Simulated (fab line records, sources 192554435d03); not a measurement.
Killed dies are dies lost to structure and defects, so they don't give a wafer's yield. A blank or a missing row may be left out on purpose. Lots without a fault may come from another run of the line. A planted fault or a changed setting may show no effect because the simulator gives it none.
Split-lot experiment | flow n5_finfet | 7 lots, 39 wafers read, on a route of 1938 steps

THE SPLIT
At N5_PMOS_HMC_CHANNEL_EPI_HM_DEP_34 (deposits SiO2 from TEOS/O2, target thk 36 nm, time 6.9 s), the setting time_s was moved away from the recipe's 6.9 s on 9 of the 39 wafers read, by -60.0% to +20.0%. The other wafers ran this setting at the recipe's value.

FROM THE SPLIT TO THE READING: what the file shows between them, 4 steps
- N5_PMOS_HMC_CHANNEL_EPI_COAT_31: time 60 s, resist thk 66 nm
- N5_PMOS_HMC_CHANNEL_EPI_COAT_03: resist thk 205 nm
- N5_PMOS_HMC_CHANNEL_EPI_FIN_RECESS_16: chemistry HBr/Cl2, target Si, target depth 54 nm, time 18 s
- N5_PMOS_HMC_CHANNEL_EPI_PRECLEAN_36: cleans in O3/DIW, time 45 s

THE READING
SiO2_of_PMOS_HMC_CHANNEL_EPI_HM_DEP_34.thk_nm (the simulator's own value, which no gauge read), in nm, at N5_PMOS_HMC_CHANNEL_EPI_PRECLEAN_18 (cleans in DHF, time 30 s). The file gives no usual value for it. The 30 wafers here that ran the recipe average 24.931 nm, standard deviation 0.46 nm.

wafer  | tool, chamber at the split | time_s as run, s | against the recipe | SiO2_of_PMOS_HMC_CHANNEL_EPI_HM_DEP_34.thk_nm, nm | against lot-mates on the recipe
L074.1 | pecvd-04, 1                | 6.9              | recipe             | 25.28                                             | -
L074.2 | pecvd-04, 0                | 6.9              | recipe             | 25.44                                             | -
L074.3 | pecvd-04, 2                | 6.9              | recipe             | 24.9                                              | -
L074.4 | pecvd-04, 1                | 6.9              | recipe             | 25.41                                             | -
L074.5 | pecvd-04, 2                | 6.9              | recipe             | 25.98                                             | -
L074.6 | pecvd-04, 0                | 6.9              | recipe             | 26.04                                             | -
L077.1 | pecvd-02, 1                | 6.9              | recipe             | 24.37                                             | -
L077.2 | pecvd-02, 0                | 6.9              | recipe             | 24.78                                             | -
L077.3 | pecvd-02, 0                | 6.9              | recipe             | 24.8                                              | -
L077.4 | pecvd-02, 1                | 6.9              | recipe             | 25.17                                             | -
L077.5 | pecvd-02, 0                | 6.9              | recipe             | 24.55                                             | -
L077.6 | pecvd-02, 1                | 6.9              | recipe             | 24.7                                              | -
L080.1 | pecvd-03, 1                | 6.9              | recipe             | 24.72                                             | -
L080.2 | pecvd-03, 2                | 2.76             | -60.0%             | 3.445                                             | -21.562
L080.3 | pecvd-03, 0                | 2.76             | -60.0%             | 3.835                                             | -21.172
L080.4 | pecvd-03, 0                | 6.9              | recipe             | 25                                                | -
L080.5 | pecvd-03, 1                | 6.9              | recipe             | 25.3                                              | -
L080.6 | pecvd-03, 2                | 2.76             | -60.0%             | 3.611                                             | -21.396
L081.1 | pecvd-03, 1                | 6.9              | recipe             | 24.75                                             | -
L081.2 | pecvd-03, 0                | 8.281            | +20.0%             | 31.96                                             | +6.920
L081.3 | pecvd-03, 2                | 8.281            | +20.0%             | 31.21                                             | +6.170
L081.4 | pecvd-03, 0                | 8.281            | +20.0%             | 32.3                                              | +7.260
L081.5 | pecvd-03, 1                | 6.9              | recipe             | 25.31                                             | -
L081.6 | pecvd-03, 2                | 6.9              | recipe             | 25.06                                             | -
L085.1 | pecvd-04, 0                | 6.9              | recipe             | 24.39                                             | -
L085.2 | pecvd-04, 2                | 6.9              | recipe             | 24.38                                             | -
L085.3 | pecvd-04, 1                | 5.724            | -17.0%             | 18.68                                             | -5.860
L085.4 | pecvd-04, 1                | 6.9              | recipe             | 24.85                                             | -
L085.5 | pecvd-04, 0                | 5.724            | -17.0%             | 19.28                                             | -5.260
L085.6 | pecvd-04, 2                | 5.724            | -17.0%             | 19.08                                             | -5.460
L095.2 | pecvd-04, 0                | 6.9              | recipe             | 24.35                                             | -
L095.3 | pecvd-04, 2                | 6.9              | recipe             | 24.64                                             | -
L095.6 | pecvd-04, 0                | 6.9              | recipe             | 24.84                                             | -
L097.1 | pecvd-03, 0                | 6.9              | recipe             | 24.35                                             | -
L097.2 | pecvd-03, 1                | 6.9              | recipe             | 24.44                                             | -
L097.3 | pecvd-03, 2                | 6.9              | recipe             | 24.53                                             | -
L097.4 | pecvd-03, 0                | 6.9              | recipe             | 24.73                                             | -
L097.5 | pecvd-03, 2                | 6.9              | recipe             | 25.22                                             | -
L097.6 | pecvd-03, 1                | 6.9              | recipe             | 25.64                                             | -

THE FIT
A straight line over all 39 wafers: SiO2_of_PMOS_HMC_CHANNEL_EPI_HM_DEP_34.thk_nm changes by +0.353 nm for each +1% of time_s; r = +1.00; the points scatter about the line by 0.45 nm.
The same after taking each lot's own level away (the mean of its wafers on the recipe; 39 wafers): +0.352 nm for each +1%; r = +1.00; scatter 0.37 nm.
On that fit, the largest move of time_s shifts the reading by 21 nm.
The lots' own levels span 24.5400 to 25.5083 nm, that is 2.1 times the standard deviation above.
So the lot-to-lot level changes the slope little: the two slopes agree.
Check: with one of the wafers moved furthest among these (-60.0%) left out of the fit, the line predicts -21 nm for it against its lot-mates. It came out at -21.6 nm against them.

THE WHOLE CHAIN: every reading that the file lists as answering this split, in the file's order
step                                | what it does                                             | reading                                                                                        | change (the file's fit)               | r (the file's)
N5_PMOS_HMC_CHANNEL_EPI_HM_DEP_34   | deposits SiO2 from TEOS/O2, target thk 36 nm, time 6.9 s | SiO2_of_PMOS_HMC_CHANNEL_EPI_HM_DEP_34.thk_nm (the simulator's own value, which no gauge read) | +0.356 nm for each +1% of the setting | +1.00
N5_PMOS_HMC_CHANNEL_EPI_PRECLEAN_18 | cleans in DHF, time 30 s                                 | SiO2_of_PMOS_HMC_CHANNEL_EPI_HM_DEP_34.thk_nm (the simulator's own value, which no gauge read) | +0.352 nm for each +1% of the setting | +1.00

THE FILE'S OWN FIT
SiO2_of_PMOS_HMC_CHANNEL_EPI_HM_DEP_34.thk_nm changes by +0.352 nm for each +1% of time_s, r = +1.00.
